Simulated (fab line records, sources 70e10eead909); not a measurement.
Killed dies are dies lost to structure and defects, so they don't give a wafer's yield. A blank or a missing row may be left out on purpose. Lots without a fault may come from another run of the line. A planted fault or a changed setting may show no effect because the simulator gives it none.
Chamber matching | flow nand_harc | NHARC_A_STAIRCASE_TRIM_20 on rie_diel-03: 4 sister chambers
The step chemistry O2, time 211.2 s. 20 wafers are shown with their chamber, then 10 later ones without.

WAFERS WITH THEIR CHAMBER
wafer  | chamber | showerhead_plenum_p_Torr (Torr) | oes_product_au (a.u.) | chamber_pressure_mTorr (mTorr)
L075.2 | 2       | 3.31                            | 0.995                 | 59.96
L075.4 | 1       | 3.43                            | 0.990                 | 60.09
L075.5 | 0       | 3.42                            | 1.013                 | 60.03
L082.1 | 1       | 3.43                            | 0.996                 | 60.04
L082.3 | 3       | 3.66                            | 0.994                 | 59.98
L082.4 | 2       | 3.30                            | 0.995                 | 60.04
L084.1 | 3       | 3.66                            | 1.000                 | 59.95
L084.2 | 2       | 3.30                            | 1.009                 | 60.01
L084.6 | 0       | 3.41                            | 1.017                 | 59.99
L085.1 | 1       | 3.42                            | 0.992                 | 60.04
L085.5 | 2       | 3.30                            | 0.990                 | 60.01
L085.6 | 3       | 3.65                            | 0.989                 | 59.96
L086.1 | 3       | 3.65                            | 0.990                 | 59.95
L086.2 | 1       | 3.42                            | 0.986                 | 60.10
L086.4 | 2       | 3.29                            | 0.989                 | 59.96
L088.1 | 2       | 3.29                            | 1.008                 | 60.01
L088.3 | 3       | 3.65                            | 0.998                 | 59.94
L088.4 | 0       | 3.40                            | 1.006                 | 59.97
L091.1 | 1       | 3.42                            | 1.001                 | 59.93
L091.3 | 0       | 3.40                            | 0.996                 | 60.08

SIGNATURES (means of the wafers above)
reading                  | chamber 0 | chamber 1 | chamber 2 | chamber 3 | scatter within a chamber
showerhead_plenum_p_Torr | 3.4075    | 3.4240    | 3.2983    | 3.6540    | 0.00706
oes_product_au           | 1.00800   | 0.99300   | 0.99767   | 0.99420   | 0.00734
chamber_pressure_mTorr   | 60.0175   | 60.0400   | 59.9983   | 59.9560   | 0.0442
Rule: a wafer's distance from a chamber is the root of the sum, over the readings, of the square of ((its reading less the chamber's mean) divided by the reading's scatter). The wafer belongs to the nearest chamber; if the next one is less than 2 further off, it can't be placed. The scatter: the root of (the sum of the squares of (reading less its chamber's mean) over the shown wafers, divided by (wafers less chambers)).

WAFERS WITHOUT THEIR CHAMBER
wafer  | showerhead_plenum_p_Torr (Torr) | oes_product_au (a.u.) | chamber_pressure_mTorr (mTorr)
L091.5 | 3.65                            | 0.993                 | 60.06
L090.1 | 3.42                            | 0.991                 | 60.03
L090.2 | 3.29                            | 0.998                 | 60.05
L090.4 | 3.40                            | 1.001                 | 59.94
L094.1 | 3.65                            | 0.995                 | 60.14
L094.3 | 3.29                            | 1.006                 | 59.99
L094.5 | 3.65                            | 0.997                 | 60.12
L095.1 | 3.29                            | 1.000                 | 59.94
L095.4 | 3.40                            | 0.996                 | 60.00
L095.6 | 3.40                            | 1.005                 | 60.03

WHICH CHAMBER EACH WENT THROUGH
wafer  | from the rows above     | in truth
L091.5 | 3                       | 3
L090.1 | 1                       | 1
L090.2 | 2                       | 2
L090.4 | can't be placed: 0 or 1 | 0
L094.1 | 3                       | 3
L094.3 | 2                       | 2
L094.5 | 3                       | 3
L095.1 | 2                       | 2
L095.4 | can't be placed: 0 or 1 | 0
L095.6 | 0                       | 0
Placed correctly: 8 of 10. Can't be placed from these rows: 2 (the true chamber is among the candidates in 2). Placed wrongly: 0.
